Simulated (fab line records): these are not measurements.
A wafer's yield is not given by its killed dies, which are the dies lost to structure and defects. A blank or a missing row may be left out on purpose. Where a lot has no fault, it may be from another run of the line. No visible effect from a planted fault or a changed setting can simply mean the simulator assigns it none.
fab line records + flow nandHarc
record
- lots=10
- wafers=30
- lastDay=26
route steps=1159 shown A_SGD_CUT@776 A_SLIT@794 A_SIN_REMOVE@808 END@1159
lots that met no fault: from a run of the same line without faults
startH: the number of hours between the record's first day and the start of the first shown wafer of the lot + waitH: time in hours since the lot's previous step + " identical to the entry in the row above + L1.1+2: a row that stands for several wafers + - either no value or no given start + * or withheld: withheld + < > ~ a bound
route shown NAME@n: NAME is a module with steps in the file, n the number in the route of the first one + usual: mean/standard deviation taken from wafers without a fault + same: alike in all rows + chamber/n: place in a boat + sites: each site's reading + _std_site: standard deviation of those values + _edge_site: inner sites' mean taken away from outer sites' mean + radiusMm: how far each site lies from the wafer's centre + mask NAME#n: copy n + behind: the most recent tool/chamber to have shaped the wafer + hold: why the lot was held/for how many hours/how that ended + device: the transistor (n, p or np) that didn't switch + end of line: tests of these same wafers at the route's end + for a step that has no rows: nothing shown but its recipe + killed: dies lost to structure and defects at the first sort, not the wafer's yield + map: per-die view of a wafer (x killed, . not killed, _ where there is no die)
set.NAME: the setting the step ran with; set.NAME@STEP: the setting that earlier step ran with + model.NAME: the simulator's own value behind a step, which no gauge read
steps of the route over a sample of lots; a table a step, a row a wafer
services: when a tool's chamber went out of use (startH, in hours from the record's first day, below 0 if earlier), for how many hours, and the reason
## steps
# step NHARC_A_SGD_CUT_ETCHBACK_24
# recipe
- targetDepthA=500
- overEtchFrac=0.3
- timeS=92.857
- ionEnergyEv=120
- ch3fFlowSccm=50
- o2FlowSccm=30
- arFlowSccm=200
- rfW=500
- biasW=100
- chemistry=CH3F/O2
# usual
- drypumpMotorCurrentA=5.6/0.45
- mfcArSccm=199.9/0.71
- o2FlowSccm=29.98/0.086
- oesProductAu=0.97/0.038
- rfVppV=244.2/1.7
- showerheadPlenumPTorr=2.44/0.11
- throttleValvePct=20.663/0.0079
| lot.wafer | tool       | chamber | startH | waitH | drypumpMotorCurrentA | mfcArSccm | o2FlowSccm | oesProductAu | rfHoursCounterH | rfVppV | showerheadPlenumPTorr | throttleValvePct |
|-----------|------------|---------|--------|-------|----------------------|-----------|------------|--------------|-----------------|--------|-----------------------|------------------|
| L612.3    | rieDiel-04 | 1       | 319.02 | 0.2   | 5.0                  | 200.3     | 29.97      | 0.95         | 3               | 244.7  | 2.41                  | 20.676           |
| L612.1    | "          | 2       | "      | "     | 5.3                  | 200.4     | 30.02      | 0.93         | 2               | 246.4  | 2.59                  | 20.666           |
| L612.6    | "          | 1       | "      | "     | 5.0                  | 201.1     | 30.04      | 0.96         | -               | 244.8  | 2.41                  | 20.645           |
| L611.3    | rieDiel-04 | 1       | 319.11 | 0.2   | 5.0                  | 200.0     | 30.03      | 1.02         | 3               | 242.9  | 2.41                  | 20.671           |
| L611.4    | "          | 3       | "      | "     | 6.5                  | 199.7     | 29.98      | 0.99         | 3               | 247.2  | 2.51                  | 20.666           |
| L611.5    | "          | 0       | "      | "     | 5.3                  | 198.9     | 29.87      | 1.00         | -               | 242.8  | 2.36                  | 20.672           |
| L619.3    | rieDiel-08 | 2       | 378.22 | 0.2   | 6.1                  | 199.7     | 29.92      | 0.92         | 5               | 244.1  | 2.44                  | 20.658           |
| L619.1    | "          | 3       | "      | "     | 5.4                  | 201.5     | 29.95      | 0.92         | 5               | 241.7  | 2.30                  | 20.652           |
| L619.5    | "          | 0       | "      | "     | 5.9                  | 199.7     | 30.05      | 1.00         | -               | 243.1  | 2.37                  | 20.662           |
| L625.1    | rieDiel-01 | 3       | 402.83 | 0.1   | 5.8                  | 201.0     | 29.90      | 1.00         | 10              | 242.0  | 2.37                  | 20.684           |
| L625.2    | "          | 0       | "      | "     | 4.9                  | 199.7     | 29.96      | 1.00         | 10              | 244.8  | 2.46                  | 20.670           |
| L625.5    | "          | 3       | "      | "     | 5.8                  | 200.3     | 30.02      | 1.01         | -               | 243.2  | 2.37                  | 20.653           |
| L624.2    | rieDiel-08 | 1       | 402.85 | 0.2   | 5.8                  | 199.0     | 29.91      | 0.94         | 7               | 245.8  | 2.62                  | 20.649           |
| L624.1    | "          | 2       | "      | "     | 6.1                  | 198.4     | 29.84      | 0.91         | 6               | 245.9  | 2.44                  | 20.665           |
| L624.6    | "          | 3       | "      | "     | 5.4                  | 199.2     | 29.95      | 0.91         | -               | 241.4  | 2.29                  | 20.651           |
| L626.3    | rieDiel-01 | 1       | 411.40 | 0.2   | 5.2                  | 200.0     | 29.90      | 0.93         | 12              | 243.7  | 2.35                  | 20.674           |
| L626.1    | "          | 3       | "      | "     | 5.8                  | 199.9     | 30.01      | 0.93         | 11              | 243.1  | 2.37                  | 20.671           |
| L626.6    | "          | 1       | "      | "     | 5.2                  | 199.7     | 30.04      | 0.92         | -               | 242.5  | 2.35                  | 20.666           |
| L631.1    | rieDiel-01 | 3       | 439.94 | 0.1   | 5.8                  | 201.3     | 29.96      | 1.00         | 15              | 242.6  | 2.37                  | 20.663           |
| L631.2    | "          | 0       | "      | "     | 4.9                  | 199.0     | 30.05      | 1.01         | 15              | 243.4  | 2.46                  | 20.671           |
| L631.4    | "          | 2       | "      | "     | 5.7                  | 200.1     | 30.00      | 0.99         | 15              | 247.5  | 2.62                  | 20.654           |
| L628.2    | rieDiel-04 | 1       | 439.96 | 0.2   | 5.0                  | 198.6     | 29.90      | 1.02         | 14              | 243.1  | 2.41                  | 20.663           |
| L628.3    | "          | 3       | "      | "     | 6.6                  | 199.0     | 29.96      | 1.00         | 14              | 245.4  | 2.50                  | 20.656           |
| L628.5    | "          | 0       | "      | "     | 5.3                  | 199.9     | 30.03      | 1.00         | -               | 243.2  | 2.35                  | 20.652           |
| L629.4    | rieDiel-04 | 1       | 450.03 | 0.1   | 5.0                  | 198.8     | 29.95      | 1.02         | 14              | 243.6  | 2.41                  | 20.675           |
| L629.5    | "          | 0       | "      | "     | 5.3                  | 200.3     | 30.01      | 0.99         | -               | 242.6  | 2.35                  | 20.654           |
| L629.6    | "          | 1       | "      | "     | 5.0                  | 200.6     | 29.93      | 1.02         | -               | 241.9  | 2.41                  | 20.667           |
| L632.3    | rieDiel-04 | 0       | 459.60 | 0.1   | 5.3                  | 198.9     | 29.86      | 1.00         | 16              | 242.1  | 2.35                  | 20.669           |
| L632.5    | "          | 3       | "      | "     | 6.5                  | 200.2     | 29.95      | 1.00         | -               | 245.6  | 2.50                  | 20.656           |
| L632.6    | "          | 0       | "      | "     | 5.3                  | 200.7     | 29.89      | 0.99         | -               | 243.8  | 2.35                  | 20.667           |
# step NHARC_A_SGD_CUT_STRIP_28
# recipe
- timeS=20
- o2FlowSccm=500
- arFlowSccm=0
- biasW=0
- chemistry=O2
# usual
- drypumpMotorCurrentA=5.6/0.46
- mfcArSccm=0.007/0.01
- o2FlowSccm=499.7/1.6
- oesProductAu=0.999/0.014
- rfVppV=57.6/0.91
- showerheadPlenumPTorr=3.52/0.15
- throttleValvePct=17.037/0.0082
| lot.wafer | tool       | chamber | startH | waitH | drypumpMotorCurrentA | mfcArSccm | o2FlowSccm | oesProductAu | rfHoursCounterH | rfVppV | showerheadPlenumPTorr | throttleValvePct |
|-----------|------------|---------|--------|-------|----------------------|-----------|------------|--------------|-----------------|--------|-----------------------|------------------|
| L612.3    | rieDiel-04 | 2       | -      | -     | 5.3                  | 0         | 499.3      | 0.993        | 2               | 57.2   | 3.70                  | 17.019           |
| L612.1    | "          | 3       | "      | "     | 6.5                  | 0.030     | 497.2      | 0.976        | 3               | 58.0   | 3.59                  | 17.039           |
| L612.6    | "          | 2       | "      | "     | 5.3                  | 0         | 501.3      | 0.997        | -               | 57.0   | 3.70                  | 17.029           |
| L611.3    | rieDiel-04 | 0       | -      | -     | 5.3                  | 0         | 498.2      | 1.006        | 3               | 56.7   | 3.38                  | 17.046           |
| L611.4    | "          | 1       | "      | "     | 5.0                  | 0.017     | 500.6      | 1.034        | 3               | 56.1   | 3.46                  | 17.039           |
| L611.5    | "          | 3       | "      | "     | 6.5                  | 0.030     | 498.3      | 1.000        | -               | 58.2   | 3.59                  | 17.049           |
| L619.3    | rieDiel-08 | 1       | -      | -     | 5.8                  | 0.017     | 498.5      | 1.009        | 5               | 58.9   | 3.75                  | 17.033           |
| L619.1    | "          | 3       | "      | "     | 5.4                  | 0         | 499.1      | 0.981        | 5               | 55.9   | 3.30                  | 17.050           |
| L619.5    | "          | 0       | "      | "     | 5.8                  | 0         | 501.2      | 0.998        | -               | 56.8   | 3.40                  | 17.036           |
| L624.1    | rieDiel-08 | 1       | -      | -     | 5.8                  | 0.017     | 499.4      | 0.996        | 7               | 58.8   | 3.75                  | 17.037           |
| L624.2    | "          | 2       | "      | "     | 6.0                  | 0.002     | 500.1      | 0.977        | 6               | 58.5   | 3.50                  | 17.016           |
| L624.6    | "          | 0       | "      | "     | 5.8                  | 0         | 502.2      | 0.999        | -               | 56.9   | 3.40                  | 17.044           |
| L625.2    | rieDiel-01 | 0       | -      | -     | 4.9                  | 0         | 500.8      | 1.010        | 10              | 55.8   | 3.53                  | 17.033           |
| L625.1    | "          | 1       | "      | "     | 5.2                  | 0         | 500.1      | 0.996        | 10              | 56.9   | 3.38                  | 17.039           |
| L625.5    | "          | 2       | "      | "     | 5.7                  | 0         | 499.8      | 0.988        | -               | 58.9   | 3.75                  | 17.048           |
| L626.3    | rieDiel-01 | 3       | -      | -     | 5.8                  | 0.006     | 499.2      | 1.006        | 11              | 57.6   | 3.41                  | 17.044           |
| L626.1    | "          | 0       | "      | "     | 4.9                  | 0         | 499.5      | 1.006        | 12              | 58.6   | 3.53                  | 17.032           |
| L626.6    | "          | 3       | "      | "     | 5.8                  | 0.006     | 498.9      | 1.007        | -               | 57.0   | 3.41                  | 17.050           |
| L631.1    | rieDiel-01 | 0       | -      | -     | 4.9                  | 0         | 501.5      | 1.009        | 15              | 59.4   | 3.53                  | 17.036           |
| L631.2    | "          | 1       | "      | "     | 5.2                  | 0         | 500.1      | 1.002        | 15              | 57.8   | 3.38                  | 17.042           |
| L631.4    | "          | 2       | "      | "     | 5.7                  | 0         | 499.2      | 0.997        | 15              | 58.5   | 3.75                  | 17.027           |
| L628.3    | rieDiel-04 | 3       | -      | -     | 6.6                  | 0.030     | 501.4      | 0.993        | 14              | 57.9   | 3.59                  | 17.039           |
| L628.2    | "          | 0       | "      | "     | 5.3                  | 0         | 502.2      | 1.022        | 14              | 57.5   | 3.38                  | 17.054           |
| L628.5    | "          | 2       | "      | "     | 5.3                  | 0         | 501.2      | 1.019        | -               | 57.1   | 3.70                  | 17.037           |
| L629.4    | rieDiel-04 | 0       | -      | -     | 5.3                  | 0         | 499.4      | 1.009        | 15              | 57.9   | 3.38                  | 17.040           |
| L629.5    | "          | 3       | "      | "     | 6.6                  | 0.030     | 500.5      | 0.997        | -               | 56.9   | 3.59                  | 17.045           |
| L629.6    | "          | 0       | "      | "     | 5.3                  | 0         | 499.5      | 1.019        | -               | 56.0   | 3.38                  | 17.043           |
| L632.3    | rieDiel-04 | 2       | -      | -     | 5.3                  | 0         | 498.4      | 0.995        | 15              | 57.0   | 3.70                  | 17.034           |
| L632.5    | "          | 1       | "      | "     | 5.0                  | 0.017     | 497.9      | 1.012        | -               | 58.9   | 3.46                  | 17.039           |
| L632.6    | "          | 2       | "      | "     | 5.3                  | 0         | 498.0      | 0.993        | -               | 58.3   | 3.70                  | 17.030           |
# step NHARC_A_SLIT_ETCH_24
# recipe
- targetDepthA=1210
- timeS=60.5
- cf4FlowSccm=100
- chf3FlowSccm=30
- arFlowSccm=0
- rfW=500
- biasW=200
- chemistry=CF4/CHF3
# usual
- drypumpMotorCurrentA=5.8/0.41
- mfcArSccm=0.010/0.011
- oesProductAu=0.960/0.021
- rfVppV=370.2/2.6
- showerheadPlenumPTorr=1.56/0.072
- throttleValvePct=16.802/0.008
| lot.wafer | tool       | chamber | startH | waitH | drypumpMotorCurrentA | mfcArSccm | oesProductAu | rfHoursCounterH | rfVppV | showerheadPlenumPTorr | throttleValvePct |
|-----------|------------|---------|--------|-------|----------------------|-----------|--------------|-----------------|--------|-----------------------|------------------|
| L612.1    | rieDiel-06 | 2       | 324.03 | 0.1   | 5.6                  | 0.002     | 0.908        | 3               | 369.4  | 1.58                  | 16.802           |
| L612.3    | "          | 0       | "      | "     | 6.4                  | 0.012     | 0.923        | 3               | 371.5  | 1.60                  | 16.806           |
| L612.6    | "          | 2       | "      | "     | 5.6                  | 0.002     | 0.918        | -               | 372.9  | 1.58                  | 16.811           |
| L611.3    | rieDiel-10 | 2       | 324.97 | 0.1   | 6.0                  | 0         | 0.965        | 9               | 369.1  | 1.51                  | 16.799           |
| L611.4    | "          | 0       | "      | "     | 6.0                  | 0.017     | 0.964        | 10              | 366.7  | 1.49                  | 16.815           |
| L611.5    | "          | 1       | "      | "     | 5.7                  | 0.025     | 0.985        | -               | 369.4  | 1.54                  | 16.814           |
| L619.3    | rieDiel-06 | 3       | 382.95 | 0.1   | 6.0                  | 0.005     | 0.955        | 8               | 368.4  | 1.47                  | 16.797           |
| L619.1    | "          | 0       | "      | "     | 6.4                  | 0.012     | 0.955        | 8               | 370.9  | 1.60                  | 16.802           |
| L619.5    | "          | 2       | "      | "     | 5.6                  | 0.002     | 0.961        | -               | 370.4  | 1.57                  | 16.795           |
| L624.1    | rieDiel-05 | 2       | 406.45 | 0.1   | 6.3                  | 0         | 0.976        | 4               | 371.7  | 1.62                  | 16.787           |
| L624.2    | "          | 0       | "      | "     | 5.6                  | 0.033     | 0.970        | 5               | 367.3  | 1.49                  | 16.796           |
| L624.6    | "          | 1       | "      | "     | 6.3                  | 0.007     | 0.972        | -               | 373.3  | 1.66                  | 16.816           |
| L625.2    | rieDiel-10 | 1       | 407.00 | 0.1   | 5.6                  | 0.025     | 0.957        | 2               | 369.8  | 1.54                  | 16.797           |
| L625.1    | "          | 3       | "      | "     | 5.5                  | 0.000     | 0.974        | 3               | 374.6  | 1.68                  | 16.806           |
| L625.5    | "          | 1       | "      | "     | 5.6                  | 0.025     | 0.956        | -               | 368.1  | 1.54                  | 16.797           |
| L626.1    | rieDiel-05 | 0       | 415.24 | 0.1   | 5.6                  | 0.033     | 0.986        | 6               | 367.6  | 1.49                  | 16.816           |
| L626.3    | "          | 1       | "      | "     | 6.3                  | 0.007     | 0.987        | 5               | 372.9  | 1.66                  | 16.804           |
| L626.6    | "          | 2       | "      | "     | 6.4                  | 0         | 0.966        | -               | 372.3  | 1.62                  | 16.804           |
| L631.4    | rieDiel-10 | 0       | 444.20 | 0.1   | 6.1                  | 0.017     | 0.968        | 4               | 368.6  | 1.48                  | 16.794           |
| L631.2    | "          | 1       | "      | "     | 5.6                  | 0.025     | 0.966        | 4               | 369.3  | 1.54                  | 16.801           |
| L631.1    | "          | 3       | "      | "     | 5.5                  | 0.000     | 0.965        | 5               | 374.3  | 1.68                  | 16.806           |
| L628.3    | rieDiel-05 | 3       | 444.75 | 0.1   | 5.0                  | 0         | 0.947        | 7               | 373.3  | 1.64                  | 16.791           |
| L628.2    | "          | 1       | "      | "     | 6.3                  | 0.007     | 0.981        | 7               | 372.3  | 1.66                  | 16.788           |
| L628.5    | "          | 3       | "      | "     | 5.0                  | 0         | 0.966        | -               | 372.1  | 1.64                  | 16.796           |
| L629.4    | rieDiel-10 | 0       | 455.89 | 0.1   | 6.0                  | 0.017     | 0.960        | 5               | 367.6  | 1.48                  | 16.808           |
| L629.6    | "          | 2       | "      | "     | 6.0                  | 0         | 0.933        | -               | 367.9  | 1.51                  | 16.805           |
| L629.5    | "          | 3       | "      | "     | 5.5                  | 0.000     | 0.966        | -               | 375.6  | 1.68                  | 16.805           |
| L632.3    | rieDiel-10 | 3       | 463.18 | 0.1   | 5.4                  | 0.000     | 0.958        | 6               | 374.6  | 1.68                  | 16.809           |
| L632.6    | "          | 1       | "      | "     | 5.7                  | 0.025     | 0.959        | -               | 368.9  | 1.54                  | 16.799           |
| L632.5    | "          | 2       | "      | "     | 6.0                  | 0         | 0.927        | -               | 368.6  | 1.51                  | 16.804           |
# step NHARC_A_SLIT_ETCH_26
# recipe
- biasV=400
- sourceW=2000
- pressureMtorr=25
- timeS=90
- arFlowSccm=375
- c4f8FlowSccm=41.7
- o2FlowSccm=83.3
- targetDepthA=4000
- chemistry=C4F8/O2/Ar
# usual
- drypumpMotorCurrentA=5.8/0.42
- mfcArSccm=375.0/1.2
- o2FlowSccm=83.26/0.22
- showerheadPlenumPTorr=3.75/0.12
- throttleValvePct=27.620/0.0089
| lot.wafer | tool       | chamber | startH | waitH | drypumpMotorCurrentA | mfcArSccm | o2FlowSccm | rfHoursCounterH | showerheadPlenumPTorr | throttleValvePct |
|-----------|------------|---------|--------|-------|----------------------|-----------|------------|-----------------|-----------------------|------------------|
| L612.1    | harEtch-01 | 1       | 327.10 | 1.3   | 5.6                  | 376.3     | 83.05      | 4               | 3.84                  | 27.616           |
| L612.3    | "          | 1       | "      | "     | 5.6                  | 376.0     | 82.73      | -               | 3.84                  | 27.615           |
| L612.6    | "          | 0       | "      | "     | 5.5                  | 373.3     | 83.70      | -               | 3.78                  | 27.624           |
| L611.4    | harEtch-02 | 1       | 327.71 | 0.8   | 6.7                  | 376.2     | 83.03      | -               | 3.88                  | 27.618           |
| L611.3    | "          | 0       | "      | "     | 5.7                  | 375.4     | 83.36      | -               | 3.52                  | 27.631           |
| L611.5    | "          | 1       | "      | "     | 6.6                  | 375.2     | 82.99      | -               | 3.88                  | 27.611           |
| L619.1    | harEtch-01 | 0       | 385.11 | 1.2   | 5.5                  | 375.7     | 83.02      | 25              | 3.77                  | 27.619           |
| L619.3    | "          | 0       | "      | "     | 5.5                  | 374.9     | 83.09      | -               | 3.77                  | 27.622           |
| L619.5    | "          | 0       | "      | "     | 5.5                  | 375.0     | 82.94      | -               | 3.77                  | 27.626           |
| L624.2    | harEtch-02 | 0       | 408.75 | 1.2   | 5.7                  | 373.9     | 83.34      | 211             | 3.50                  | 27.617           |
| L624.1    | "          | 1       | "      | "     | 6.6                  | 375.4     | 83.19      | 211             | 3.86                  | 27.617           |
| L624.6    | "          | 0       | "      | "     | 5.7                  | 374.7     | 83.38      | -               | 3.50                  | 27.608           |
| L625.1    | harEtch-01 | 1       | 410.09 | 1.3   | 5.6                  | 374.1     | 83.07      | 38              | 3.82                  | 27.634           |
| L625.2    | "          | 0       | "      | "     | 5.5                  | 377.7     | 83.33      | 38              | 3.77                  | 27.619           |
| L625.5    | "          | 1       | "      | "     | 5.6                  | 373.0     | 83.28      | -               | 3.82                  | 27.632           |
| L626.1    | harEtch-02 | 1       | 422.94 | 1.2   | 6.6                  | 374.8     | 83.02      | 224             | 3.85                  | 27.628           |
| L626.3    | "          | 1       | "      | "     | 6.6                  | 372.8     | 83.39      | -               | 3.85                  | 27.629           |
| L626.6    | "          | 0       | "      | "     | 5.6                  | 376.3     | 83.55      | -               | 3.49                  | 27.616           |
| L631.1    | harEtch-01 | 0       | 446.36 | 1.2   | 5.5                  | 374.5     | 83.87      | 44              | 3.76                  | 27.611           |
| L631.2    | "          | 1       | "      | "     | 5.6                  | 375.0     | 83.53      | 44              | 3.81                  | 27.619           |
| L631.4    | "          | 0       | "      | "     | 5.5                  | 374.8     | 83.25      | -               | 3.76                  | 27.614           |
| L628.2    | harEtch-02 | 1       | 446.96 | 1.0   | 6.6                  | 374.8     | 83.39      | 235             | 3.84                  | 27.620           |
| L628.3    | "          | 1       | "      | "     | 6.6                  | 375.6     | 83.16      | -               | 3.84                  | 27.601           |
| L628.5    | "          | 0       | "      | "     | 5.7                  | 376.2     | 83.33      | -               | 3.49                  | 27.622           |
| L629.4    | harEtch-01 | 0       | 461.00 | 0.6   | 5.5                  | 374.9     | 83.33      | -               | 3.76                  | 27.628           |
| L629.6    | "          | 1       | "      | "     | 5.6                  | 374.6     | 83.24      | -               | 3.81                  | 27.634           |
| L629.5    | "          | 0       | "      | "     | 5.5                  | 375.7     | 83.25      | -               | 3.76                  | 27.616           |
| L632.3    | harEtch-01 | 0       | 465.40 | 0.8   | 5.5                  | 374.1     | 83.20      | -               | 3.76                  | 27.613           |
| L632.5    | "          | 0       | "      | "     | 5.5                  | 374.9     | 83.61      | -               | 3.76                  | 27.620           |
| L632.6    | "          | 1       | "      | "     | 5.6                  | 377.7     | 83.32      | -               | 3.81                  | 27.618           |
# step NHARC_A_SIN_REMOVE_INSPECT_04
# usual
- rawDefectCount=308/97
| lot.wafer | tool             | chamber | startH | waitH | rawDefectCount |
|-----------|------------------|---------|--------|-------|----------------|
| L612.1    | defectInspect-01 | -       | 336.01 | 0.0   | 399            |
| L612.3    | "                | -       | "      | "     | 276            |
| L612.6    | "                | -       | "      | "     | 399            |
| L611.3    | defectInspect-02 | -       | 336.06 | 0.0   | 256            |
| L611.4    | "                | -       | "      | "     | 236            |
| L611.5    | "                | -       | "      | "     | 314            |
| L619.1    | defectInspect-01 | -       | 392.80 | 0.1   | 274            |
| L619.3    | "                | -       | "      | "     | 600            |
| L619.5    | "                | -       | "      | "     | 353            |
| L624.1    | defectInspect-01 | -       | 417.72 | 0.0   | 291            |
| L624.2    | "                | -       | "      | "     | 353            |
| L624.6    | "                | -       | "      | "     | 285            |
| L625.1    | defectInspect-02 | -       | 417.73 | 0.0   | 275            |
| L625.2    | "                | -       | "      | "     | 297            |
| L625.5    | "                | -       | "      | "     | 311            |
| L626.1    | defectInspect-01 | -       | 431.86 | 0.0   | 253            |
| L626.3    | "                | -       | "      | "     | 427            |
| L626.6    | "                | -       | "      | "     | 492            |
| L631.1    | defectInspect-01 | -       | 455.22 | 0.0   | 296            |
| L631.2    | "                | -       | "      | "     | 317            |
| L631.4    | "                | -       | "      | "     | 275            |
| L628.2    | defectInspect-02 | -       | 455.22 | 0.0   | 389            |
| L628.3    | "                | -       | "      | "     | 415            |
| L628.5    | "                | -       | "      | "     | 366            |
| L629.4    | defectInspect-01 | -       | 469.77 | 0.0   | 237            |
| L629.5    | "                | -       | "      | "     | 227            |
| L629.6    | "                | -       | "      | "     | 322            |
| L632.3    | defectInspect-02 | -       | 474.22 | 0.0   | 445            |
| L632.5    | "                | -       | "      | "     | 232            |
| L632.6    | "                | -       | "      | "     | 241            |
# step NHARC_END_SORT_01
# recipe
- tempC=25
# usual
- killedAtArray=27/12
- killedAtOther=0.9/1.1
- killedAtPeriphery=3.2/2.4
- killedDies=31/12
- killedOpen=3.3/1.7
- killedShort=2.0/1.6
# same
- grossDies=677
| lot.wafer | tool      | chamber | startH | waitH | killedAtArray | killedAtOther | killedAtPeriphery | killedDies | killedOpen | killedShort |
|-----------|-----------|---------|--------|-------|---------------|---------------|-------------------|------------|------------|-------------|
| L619.1    | prober-01 | 0       | 571.41 | 2.5   | 19            | 1             | 4                 | 24         | 2          | 1           |
| L619.3    | prober-01 | 0       | 572.98 | 3.1   | 93            | 1             | 6                 | 100        | 6          | 1           |
| L619.5    | prober-01 | 0       | 574.55 | 3.6   | 23            | 2             | 3                 | 28         | 2          | 5           |
# killed by level:class
L619.1 A_CHANNEL_HOLE_D1:chamberFilmFlake=12 P_STI:chamberFilmFlake=2 A_STAIRCASE:chamberFilmFlake=2 P_M0:geometricParticle:open=1 A_SLIT:geometricParticle:open=1 A_CONTACT:geometricParticle:short=1 P_ZERO_WELL:chamberFilmFlake=1 A_ZERO_WELL:chamberFilmFlake=1
L619.3 A_SLIT:unspecified=73 A_CHANNEL_HOLE_D1:chamberFilmFlake=16 P_CONTACT:geometricParticle:open=2 P_M0:geometricParticle:open=2 P_STI:chamberFilmFlake=2 A_CONTACT:chamberFilmFlake=2 A_CHANNEL_FILL_D1:geometricParticle:short=1 A_M1:geometricParticle:open=1
L619.5 A_CHANNEL_HOLE_D1:chamberFilmFlake=16 A_CONTACT:chamberFilmFlake=2 THIN_TSV:chamberFilmFlake=2 P_CONTACT:geometricParticle:open=1 P_M0:geometricParticle:short=1 A_SOURCE_PLATE:geometricParticle:short=1 A_ONON_D1:geometricParticle:short=1 A_SGD_CUT:geometricParticle:short=1
## services
| tool       | chamber | startH | hours | kind   |
|------------|---------|--------|-------|--------|
| rieDiel-05 | 1       | 298.42 | 10.8  | repair |
| rieDiel-08 | -       | 301.80 | 9.0   | pm     |
| harEtch-01 | -       | 305.26 | 17.0  | pm     |
| rieDiel-01 | -       | 314.80 | 9.0   | pm     |
| rieDiel-01 | 0       | 324.94 | 6.4   | repair |
| rieDiel-01 | 1       | 327.34 | 3.5   | repair |
| rieDiel-08 | 0       | 331.78 | 9.1   | repair |
| rieDiel-05 | -       | 340.60 | 9.0   | pm     |
| rieDiel-10 | -       | 353.50 | 9.0   | pm     |
| rieDiel-08 | 0       | 359.31 | 13.6  | repair |
| rieDiel-04 | 1       | 362.13 | 7.4   | repair |
| rieDiel-01 | 3       | 369.76 | 5.5   | repair |
| rieDiel-01 | 2       | 372.73 | 8.3   | repair |
| rieDiel-06 | -       | 401.28 | 1.2   | repair |
| rieDiel-06 | 2       | 402.85 | 72.2  | repair |
| rieDiel-05 | 3       | 404.91 | 5.2   | repair |
| harEtch-01 | -       | 411.59 | 15.1  | repair |
| rieDiel-06 | 3       | 413.63 | 1.2   | repair |
| rieDiel-05 | 2       | 416.88 | 2.6   | repair |
| rieDiel-06 | 0       | 417.64 | 8.0   | repair |
| rieDiel-05 | 1       | 418.84 | 2.9   | repair |
| harEtch-01 | -       | 431.70 | 2.3   | repair |
| rieDiel-04 | 3       | 446.09 | 1.7   | repair |
| rieDiel-05 | 2       | 449.90 | 18.6  | repair |
## key
firstSign
- step=NHARC_A_SIN_REMOVE_INSPECT_04
- reading=rawDefectCount
- direction=up
- sigmas=3
- usual=308
- struck=600
effect
- step=NHARC_END_SORT_01
- reading=killedDies
- direction=up
- sigmas=5.9
- usual=31
- struck=100
moreKillsBornAt
- NHARC_A_SLIT_ETCH_24@rieDiel-06=73
metAt NHARC_A_SLIT_ETCH_24
struckLots L619
struckWafers L619.3
testerLeftOut L619
notActingAt NHARC_A_SGD_CUT_ETCHBACK_24,NHARC_A_SGD_CUT_STRIP_28,NHARC_A_SLIT_ETCH_26
fault
- kind=chamberParticleSource
- tool=rieDiel-06
- chamber=3
- onsetH=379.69
- steps=NHARC_A_SLIT_ETCH_24
- ratePerVisitCm2=0.40141
- endH=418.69
# testerLeftOut: of these lots the tester's yield and bins aren't shown, on N5 and GAA mostly nor the transistor test; their killed dies are dies lost to structure and defects alone, not to doping, threshold or leakage, so they don't give the yield
